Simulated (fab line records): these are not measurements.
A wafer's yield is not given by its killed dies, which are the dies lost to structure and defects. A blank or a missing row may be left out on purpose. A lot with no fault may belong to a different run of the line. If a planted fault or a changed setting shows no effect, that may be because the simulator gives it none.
fab line records ; flow nandHarc
record: lots: 11; wafers: 33; lastDay: 34
route steps=1302 shown P_GATE@124
lots untouched by any fault: they come from a run of this same line in which no faults occurred
startH: start of the lot's first displayed wafer, in hours after the record's first day ; waitH: time in hours since the lot's previous step ; " the same as in the row above ; L1.1+2: a single row standing in for several wafers ; - either no value or no given start ; * or withheld: withheld ; < > ~ a bound
route shown NAME@n: NAME is a module with steps in the file, n the number in the route of the first one ; usual: mean/standard deviation taken from wafers without a fault ; same: alike in all rows ; chamber/n: place in a boat ; sites: per-site readings ; _std_site: the standard deviation of these ; _edge_site: mean of outer sites minus mean of inner sites ; radiusMm: how far each site lies from the wafer's centre ; mask NAME#n: copy n ; behind: the most recent tool/chamber to have shaped the wafer ; hold: what put the lot on hold/how long, in hours/how the hold closed ; device: whichever transistor did not switch (one of n, p or np) ; end of line: at the end of the route, the tests of the same wafers ; for a step that has no rows: nothing shown but its recipe ; killed: dies that structure and defects cost at the first sort, which is not the same as the wafer's yield ; map: shows each die of a wafer: x if killed, . if not, _ if none is there
set.NAME: the setting as run; set.NAME@STEP: as run at that earlier step ; model.NAME: the simulator's own value behind a step, which no gauge read
route steps across a sampled set of lots; one table per step, one row per wafer
services: the hour from which a tool's chamber was out of use, counted from the record's first day as startH (under 0 if before that day), plus the number of hours and why
== steps ==
step: NHARC_P_GATE_DESCUM_13
recipe: timeS: 3; o2FlowSccm: 200; arFlowSccm: 0; biasPowerW: 0; chemistry: O2
usual: drypumpMotorCurrentA: 5.6/0.38; oesProductAu: 0.997/0.0099; rfVppV: 57.7/0.86; showerheadPlenumPTorr: 1.92/0.07; throttleValvePct: 11.311/0.0096
lot.wafer;tool;chamber;startH;waitH;drypumpMotorCurrentA;oesProductAu;rfHoursCounterH;rfVppV;showerheadPlenumPTorr;throttleValvePct
L519.2;rieDiel-10;1;92.91;-;5.5;0.997;2.2;57.0;1.91;11.299
L519.1;rieDiel-10;0;92.91;-;6.0;0.992;2.0;58.1;2.06;11.297
L519.5;rieDiel-10;2;92.91;-;5.8;1.007;-;57.1;1.94;11.307
L521.4;rieDiel-10;3;106.44;-;5.6;1.006;2.0;57.4;1.87;11.319
L521.3;rieDiel-10;0;106.44;-;6.0;0.990;2.4;58.4;2.06;11.308
L521.5;rieDiel-10;1;106.44;-;5.5;0.995;-;55.7;1.91;11.323
L526.3;rieDiel-10;3;159.67;-;5.6;0.983;4.5;58.2;1.87;11.312
L526.2;rieDiel-10;0;159.67;-;6.0;0.997;5.7;57.7;2.06;11.297
L526.4;rieDiel-10;2;159.67;-;5.8;1.008;5.2;57.9;1.94;11.318
L527.2;rieDiel-10;3;169.87;-;5.6;0.996;5.3;58.1;1.87;11.310
L527.3;rieDiel-10;0;169.87;-;6.0;0.987;6.2;58.6;2.06;11.286
L527.6;rieDiel-10;0;169.87;-;6.0;0.994;-;59.9;2.06;11.298
L533.4;rieDiel-01;0;226.71;-;4.9;1.003;0.3;58.7;1.86;11.329
L533.2;rieDiel-01;2;226.71;-;6.0;0.993;0.4;57.5;1.87;11.310
L533.5;rieDiel-01;1;226.71;-;5.5;0.989;-;59.1;1.98;11.308
L532.2;rieDiel-03;0;226.87;-;5.4;0.987;8.2;58.3;1.98;11.295
L532.3;rieDiel-03;3;226.87;-;6.1;1.008;8.3;56.6;1.80;11.309
L532.5;rieDiel-03;0;226.87;-;5.4;0.982;-;59.1;1.98;11.309
L535.1;rieDiel-01;3;253.60;-;5.1;1.001;2.4;56.7;1.84;11.314
L535.3;rieDiel-01;2;253.60;-;6.0;0.984;2.7;57.9;1.87;11.316
L535.5;rieDiel-01;3;253.60;-;5.1;0.992;-;58.1;1.84;11.315
L536.1;rieDiel-10;3;257.31;-;5.6;1.011;0.0;57.7;1.87;11.302
L536.3;rieDiel-10;1;257.31;-;5.5;1.006;0.0;57.1;1.90;11.314
L536.5;rieDiel-10;2;257.31;-;5.7;1.006;-;57.8;1.94;11.313
L539.4;rieDiel-01;1;287.54;-;5.5;0.996;3.3;57.0;1.97;11.306
L539.5;rieDiel-01;1;287.54;-;5.4;0.996;-;59.0;1.97;11.300
L539.6;rieDiel-01;2;287.54;-;6.0;0.992;-;56.4;1.87;11.322
L540.1;rieDiel-01;1;299.64;-;5.5;0.986;4.1;56.8;1.97;11.327
L540.3;rieDiel-01;2;299.64;-;6.0;0.983;4.6;57.6;1.87;11.331
L540.6;rieDiel-01;1;299.64;-;5.5;0.988;-;57.8;1.97;11.305
L541.4;rieDiel-10;2;310.20;-;5.8;1.017;3.2;56.9;1.94;11.318
L541.3;rieDiel-10;3;310.20;-;5.6;1.012;3.0;58.1;1.87;11.310
L541.5;rieDiel-10;2;310.20;-;5.8;1.006;-;58.1;1.94;11.307
step: NHARC_P_GATE_STRIP_108
recipe: o2FlowSccm: 500; arFlowSccm: 0; biasW: 0; chemistry: O2
usual: drypumpMotorCurrentA: 5.6/0.42; oesProductAu: 0.998/0.0095; rfVppV: 57.8/0.97; showerheadPlenumPTorr: 3.53/0.12; throttleValvePct: 17.036/0.009
lot.wafer;tool;chamber;startH;waitH;drypumpMotorCurrentA;oesProductAu;rfHoursCounterH;rfVppV;showerheadPlenumPTorr;throttleValvePct
L519.1;rieDiel-10;2;107.82;-;5.7;1.005;2.3;57.9;3.57;17.041
L519.2;rieDiel-10;0;107.82;-;6.0;0.982;2.4;59.7;3.79;17.045
L519.5;rieDiel-10;2;107.82;-;5.8;1.000;-;61.0;3.57;17.046
L521.3;rieDiel-01;3;122.08;-;5.1;0.984;4.6;55.6;3.41;17.022
L521.4;rieDiel-01;1;122.08;-;5.5;1.008;3.8;59.5;3.64;17.039
L521.5;rieDiel-01;2;122.08;-;6.0;1.002;-;56.1;3.45;17.036
L526.3;rieDiel-01;3;174.23;-;5.1;0.990;7.1;59.4;3.41;17.038
L526.4;rieDiel-01;0;174.23;-;4.9;1.016;7.7;56.6;3.44;17.031
L526.2;rieDiel-01;1;174.23;-;5.5;1.006;6.3;58.3;3.64;17.036
L527.2;rieDiel-03;1;184.31;-;6.1;0.997;4.4;57.6;3.63;17.025
L527.3;rieDiel-03;2;184.31;-;4.9;0.999;4.3;57.2;3.62;17.021
L527.6;rieDiel-03;1;184.31;-;6.1;0.982;-;56.8;3.63;17.035
L533.2;rieDiel-01;2;245.36;-;6.0;0.993;2.5;56.5;3.45;17.027
L533.4;rieDiel-01;0;245.36;-;4.9;1.009;1.8;57.0;3.44;17.037
L533.5;rieDiel-01;2;245.36;-;6.0;0.985;-;59.3;3.45;17.041
L532.2;rieDiel-01;0;246.12;-;5.0;1.006;1.8;57.0;3.44;17.043
L532.3;rieDiel-01;1;246.12;-;5.5;1.001;2.3;57.7;3.63;17.038
L532.5;rieDiel-01;3;246.12;-;5.1;0.995;-;56.3;3.40;17.040
L535.1;rieDiel-01;1;271.42;-;5.5;1.000;2.8;57.9;3.63;17.054
L535.3;rieDiel-01;2;271.42;-;6.0;0.989;3.1;56.6;3.45;17.042
L535.5;rieDiel-01;0;271.42;-;4.9;1.003;-;56.8;3.44;17.037
L536.1;rieDiel-01;0;273.58;-;4.9;1.005;2.3;57.2;3.44;17.029
L536.3;rieDiel-01;2;273.58;-;6.0;0.993;3.1;57.8;3.45;17.041
L536.5;rieDiel-01;1;273.58;-;5.5;0.998;-;57.8;3.63;17.045
L539.4;rieDiel-10;3;302.75;-;5.6;1.010;2.9;56.3;3.45;17.033
L539.6;rieDiel-10;2;302.75;-;5.8;1.011;-;59.4;3.57;17.033
L539.5;rieDiel-10;3;302.75;-;5.6;1.018;-;57.3;3.45;17.029
L540.3;rieDiel-01;0;316.18;-;4.9;1.004;4.4;58.1;3.44;17.051
L540.1;rieDiel-01;1;316.18;-;5.5;0.988;5.0;57.8;3.63;17.038
L540.6;rieDiel-01;3;316.18;-;5.1;0.992;-;57.1;3.40;17.029
L541.4;rieDiel-03;1;333.47;-;6.2;0.997;3.4;57.1;3.62;17.048
L541.3;rieDiel-03;2;333.47;-;4.9;0.995;3.9;58.1;3.61;17.049
L541.5;rieDiel-03;2;333.47;-;4.9;0.986;-;58.6;3.61;17.053
step: NHARC_P_GATE_PEB_57
recipe: pebTempC: 118; pebTimeS: 85
usual: heaterPowerTotalW: 163.97/0.26; plateTempC: 118.00/0.12
lot.wafer;tool;chamber;startH;waitH;heaterPowerTotalW;plateTempC
L519.1;lithoTrack-07;0;120.50;0.1;163.74;117.96
L519.2;lithoTrack-07;0;120.50;0.1;164.14;118.09
L519.5;lithoTrack-07;0;120.50;0.1;163.81;118.01
L521.3;lithoTrack-03;0;134.92;0.1;163.70;118.04
L521.4;lithoTrack-03;0;134.92;0.1;163.63;118.17
L521.5;lithoTrack-03;0;134.92;0.1;163.65;118.28
L526.2;lithoTrack-03;0;189.30;0.1;179.71;126.30
L526.3;lithoTrack-03;0;189.30;0.1;179.70;126.18
L526.4;lithoTrack-03;0;189.30;0.1;179.53;126.37
L527.2;lithoTrack-03;0;197.14;0.1;178.64;126.30
L527.3;lithoTrack-03;0;197.14;0.1;178.27;126.24
L527.6;lithoTrack-03;0;197.14;0.1;178.37;126.45
L533.2;lithoTrack-07;0;258.09;0.1;164.00;118.14
L533.4;lithoTrack-07;0;258.09;0.1;163.76;117.80
L533.5;lithoTrack-07;0;258.09;0.1;164.17;118.00
L532.2;lithoTrack-05;0;258.82;0.1;163.61;118.00
L532.3;lithoTrack-05;0;258.82;0.1;163.94;117.99
L532.5;lithoTrack-05;0;258.82;0.1;163.72;118.04
L535.1;lithoTrack-03;0;284.23;0.1;164.23;117.81
L535.3;lithoTrack-03;0;284.23;0.1;163.71;118.04
L535.5;lithoTrack-03;0;284.23;0.1;163.78;118.17
L536.1;lithoTrack-03;0;286.15;0.1;163.66;117.70
L536.3;lithoTrack-03;0;286.15;0.1;164.26;118.02
L536.5;lithoTrack-03;0;286.15;0.1;164.29;117.99
L539.4;lithoTrack-03;0;315.59;0.0;164.31;118.07
L539.5;lithoTrack-03;0;315.59;0.0;163.73;117.79
L539.6;lithoTrack-03;0;315.59;0.0;164.34;117.95
L540.1;lithoTrack-05;0;328.85;0.1;164.13;118.04
L540.3;lithoTrack-05;0;328.85;0.1;164.29;117.89
L540.6;lithoTrack-05;0;328.85;0.1;164.10;117.93
L541.3;lithoTrack-07;0;346.18;0.1;163.76;117.82
L541.4;lithoTrack-07;0;346.18;0.1;164.10;117.91
L541.5;lithoTrack-07;0;346.18;0.1;164.11;117.98
step: NHARC_P_GATE_CD_MEAS_59
recipe: targetCdNm: 720; landingEnergyEv: 500
usual: cdNm: 720.2/1.5
lot.wafer;tool;chamber;startH;waitH;cdNm
L519.1;cdSem-02;0;120.59;-;718.7
L519.2;cdSem-02;0;120.59;-;716.4
L519.5;cdSem-02;0;120.59;-;720.2
L521.3;cdSem-02;0;135.02;-;722.6
L521.4;cdSem-02;0;135.02;-;721.3
L521.5;cdSem-02;0;135.02;-;720.5
L526.2;cdSem-02;0;189.39;-;730.0
L526.3;cdSem-02;0;189.39;-;728.6
L526.4;cdSem-02;0;189.39;-;728.8
L527.2;cdSem-01;0;197.23;-;729.2
L527.3;cdSem-01;0;197.23;-;730.5
L527.6;cdSem-01;0;197.23;-;730.3
L533.2;cdSem-02;0;258.18;-;719.6
L533.4;cdSem-02;0;258.18;-;719.6
L533.5;cdSem-02;0;258.18;-;721.4
L532.2;cdSem-03;0;258.91;-;720.2
L532.3;cdSem-03;0;258.91;-;719.0
L532.5;cdSem-03;0;258.91;-;717.6
L535.1;cdSem-02;0;284.32;-;722.0
L535.3;cdSem-02;0;284.32;-;720.9
L535.5;cdSem-02;0;284.32;-;721.3
L536.1;cdSem-02;0;286.24;-;723.0
L536.3;cdSem-02;0;286.24;-;720.8
L536.5;cdSem-02;0;286.24;-;721.9
L539.4;cdSem-03;0;315.69;-;718.6
L539.5;cdSem-03;0;315.69;-;718.9
L539.6;cdSem-03;0;315.69;-;721.6
L540.1;cdSem-01;0;328.94;-;719.8
L540.3;cdSem-01;0;328.94;-;718.5
L540.6;cdSem-01;0;328.94;-;717.6
L541.3;cdSem-01;0;346.28;-;717.7
L541.4;cdSem-01;0;346.28;-;719.5
L541.5;cdSem-01;0;346.28;-;720.4
step: NHARC_P_GATE_STRIP_113
recipe: powerW: 1500; tempC: 110; timeS: 740; chemistry: N2/H2
usual: drypumpMotorCurrentA: 6.0/0.4; heaterPowerW: 84/5.8; rfReflPowerW: 14.9/2.9; tempC: 109.98/0.14
lot.wafer;tool;chamber;startH;waitH;drypumpMotorCurrentA;heaterPowerW;rfHoursCounterH;rfReflPowerW;tempC
L519.2;plasmaAsher-01;0;122.71;0.2;6.5;82;25;16.7;109.99
L519.1;plasmaAsher-01;1;122.71;0.2;5.7;77;25;14.7;109.91
L519.5;plasmaAsher-01;1;122.71;0.2;5.7;76;-;14.9;109.90
L521.3;plasmaAsher-01;1;137.48;0.4;5.6;77;-;13.8;109.86
L521.4;plasmaAsher-01;0;137.48;0.4;6.5;87;-;15.9;110.05
L521.5;plasmaAsher-01;1;137.48;0.4;5.7;78;-;14.2;109.92
L526.2;plasmaAsher-02;1;191.63;0.3;5.5;93;25;17.5;110.07
L526.4;plasmaAsher-02;0;191.63;0.3;6.2;79;-;10.1;109.77
L526.3;plasmaAsher-02;1;191.63;0.3;5.5;93;-;18.2;109.95
L527.2;plasmaAsher-01;0;199.58;0.3;6.5;90;4;17.0;109.88
L527.3;plasmaAsher-01;1;199.58;0.3;5.6;78;-;13.7;110.08
L527.6;plasmaAsher-01;1;199.58;0.3;5.6;78;-;14.0;110.11
L533.2;plasmaAsher-02;1;260.54;0.3;5.6;87;0;18.3;109.95
L533.4;plasmaAsher-02;0;260.54;0.3;6.2;81;-;9.6;109.98
L533.5;plasmaAsher-02;0;260.54;0.3;6.2;81;-;10.5;109.99
L532.2;plasmaAsher-02;0;261.20;0.3;6.2;81;1;10.3;109.91
L532.3;plasmaAsher-02;1;261.20;0.3;5.6;90;-;17.3;109.87
L532.5;plasmaAsher-02;0;261.20;0.3;6.2;81;-;10.5;110.20
L535.1;plasmaAsher-01;1;286.57;0.2;5.6;77;23;14.5;110.15
L535.3;plasmaAsher-01;1;286.57;0.2;5.6;77;-;14.7;109.89
L535.5;plasmaAsher-01;1;286.57;0.2;5.6;77;-;13.4;110.09
L536.1;plasmaAsher-01;0;288.61;0.3;6.5;87;24;16.6;110.14
L536.3;plasmaAsher-01;0;288.61;0.3;6.5;89;-;16.8;110.19
L536.5;plasmaAsher-01;0;288.61;0.3;6.5;88;-;16.8;109.91
L539.4;plasmaAsher-02;1;318.18;0.3;5.6;90;-;17.9;110.32
L539.6;plasmaAsher-02;1;318.18;0.3;5.6;88;-;18.0;110.04
L539.5;plasmaAsher-02;0;318.18;0.3;6.2;83;-;10.1;109.87
L540.1;plasmaAsher-01;1;331.18;0.3;5.6;77;33;14.3;109.90
L540.3;plasmaAsher-01;1;331.18;0.3;5.6;76;-;13.9;109.86
L540.6;plasmaAsher-01;1;331.18;0.3;5.7;76;-;14.1;109.84
L541.3;plasmaAsher-02;0;348.91;0.4;6.2;79;-;10.2;109.79
L541.4;plasmaAsher-02;1;348.91;0.4;5.6;89;-;18.0;110.04
L541.5;plasmaAsher-02;1;348.91;0.4;5.5;88;-;17.8;110.13
== services ==
tool;chamber;startH;hours;kind
plasmaAsher-02;-;72.00;9.0;pm
lithoTrack-07;-;76.00;7.0;pm
rieDiel-01;0;84.88;-;clean
lithoTrack-03;-;100.00;7.0;pm
rieDiel-03;-;104.30;9.0;pm
lithoTrack-05;-;124.03;7.0;pm
plasmaAsher-02;-;146.66;1.4;repair
plasmaAsher-01;-;165.12;9.0;pm
rieDiel-01;-;203.88;9.0;pm
rieDiel-10;1;208.56;10.6;repair
rieDiel-01;0;216.30;5.2;repair
rieDiel-10;1;221.55;2.7;repair
plasmaAsher-02;-;228.52;2.1;repair
rieDiel-10;-;242.77;9.0;pm
plasmaAsher-02;-;249.22;9.0;pm
lithoTrack-07;-;251.00;7.0;pm
lithoTrack-03;-;275.00;7.0;pm
rieDiel-03;-;281.30;9.0;pm
rieDiel-03;3;291.79;10.1;repair
rieDiel-01;0;296.60;7.8;repair
lithoTrack-05;-;299.03;7.0;pm
rieDiel-10;1;318.84;3.5;repair
plasmaAsher-01;-;342.12;9.0;pm
rieDiel-03;3;348.47;3.0;repair
== key ==
firstSign: step: NHARC_P_GATE_PEB_57; reading: plateTempC; direction: up; sigmas: 68; usual: *; struck: *
effect: step: NHARC_P_GATE_PEB_57; reading: heaterPowerTotalW; direction: up; sigmas: 58; usual: *; struck: *
effect: step: NHARC_P_GATE_CD_MEAS_59; reading: cdNm; direction: up; sigmas: 6.2; usual: 720.2; struck: 729.6
metAt NHARC_P_GATE_PEB_57
struckLots L526,L527
testerLeftOut L526,L527
notActingAt NHARC_P_GATE_DESCUM_13,NHARC_P_GATE_STRIP_108,NHARC_P_GATE_STRIP_113
onsetBetween 134.92 189.30
fault: kind: processParameterDrift; tool: lithoTrack-03; chamber: -; onsetH: 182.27; steps: NHARC_P_GATE_PEB_57; channel: pebTempC; offset: *; shape: step; endH: 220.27; actsIn: *; stated: *
testerLeftOut: of these lots the tester's yield and bins aren't shown, on N5 and GAA mostly nor the transistor test; their killed dies are dies lost to structure and defects alone, not to doping, threshold or leakage, so they don't give the yield
